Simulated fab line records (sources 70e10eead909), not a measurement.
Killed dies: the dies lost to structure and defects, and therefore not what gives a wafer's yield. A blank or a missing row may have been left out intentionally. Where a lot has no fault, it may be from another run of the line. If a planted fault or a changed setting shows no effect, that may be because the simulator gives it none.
A struck lot beside a sound one / flow nandHarc / 13 out of 1159 route steps
Sound: wafers L492.1, L492.5, L492.6. Struck: wafers L505.2, L505.3, L505.4. At the end, the cause is stated.
At each step with rows: each side's tool, then ch and its chambers, then its first start. Under that, the readings that differ: sound wafers / struck wafers / difference of the means / sigmas: that difference in standard deviations of wafers without a fault.
alike: readings with means less than 2 such deviations apart, plus words and numbers identical on both sides. not compared: withheld readings, readings lacking a value on some wafer, bounds such as >300 that could conceal the same value, and numbers that have no deviation in the record and whose values overlap.
The two part at a step that has a row with sigmas, a row that says differs or no value, or rows on one side only. Non-overlapping numbers with no deviation appear without sigmas and do not part them. Lack of a reading on every wafer of one side parts them only where that side has two or more wafers.

NHARC_A_STAIRCASE_TRIM_235: chemistry O2, time 211.2 s.
  sound on rieDiel-12 ch 1,2,3; struck on rieDiel-02 ch 0,2,3
  alike: drypumpMotorCurrentA, oesProductAu, rfVppV, showerheadPlenumPTorr, throttleValvePct
  not compared: rfHoursCounterH
NHARC_A_STAIRCASE_ETCH_236: etches the open film in C4F8/O2, target depth 100 nm, time 40.5 s.
  sound on rieDiel-12 ch 2,3; struck on rieDiel-02 ch 0,1,2
  alike: oesProductAu, rfFwdPowerW, rfVppV
  not compared: rfHoursCounterH
NHARC_A_STAIRCASE_STRIP_238: strips in O2.
  sound on plasmaAsher-01 ch 0,1, day 11 23:10; struck on plasmaAsher-01 ch 0,1, day 15 07:25
  alike: drypumpMotorCurrentA, heaterPowerW
  not compared: rfHoursCounterH
then, 8 steps without rows for these wafers: NHARC_A_STAIRCASE_STRIP_239 (strips in SPM, time 900 s); NHARC_A_STAIRCASE_PRECLEAN_240 (cleans in SC1); NHARC_A_STAIRCASE_SRD_241; NHARC_A_STAIRCASE_DEHYDRATE_242 (time 120 s); NHARC_A_STAIRCASE_HMDS_243 (time 30 s); NHARC_A_STAIRCASE_COAT_244; NHARC_A_STAIRCASE_SOFTBAKE_245 (time 170 s); NHARC_A_STAIRCASE_EBR_246.
NHARC_A_STAIRCASE_EXPOSE_247: exposes mask SDS 1.
  struck on krfScanner-04, day 15 08:31; sound on krfScanner-01 ch 0, day 12 00:14
  no value came back on the struck wafers for exposureDoseMJCm2, focusOffsetNm (nm); on the sound wafers exposureDoseMJCm2 reads 25.316 25.317 25.282
  alike: mask
then, 1 step without rows for these wafers: NHARC_A_STAIRCASE_PEB_248 (peb time 130 s).

## WHERE THEY PART
Only at NHARC_A_STAIRCASE_EXPOSE_247, within this record.

WHY: what had been put in by the simulator
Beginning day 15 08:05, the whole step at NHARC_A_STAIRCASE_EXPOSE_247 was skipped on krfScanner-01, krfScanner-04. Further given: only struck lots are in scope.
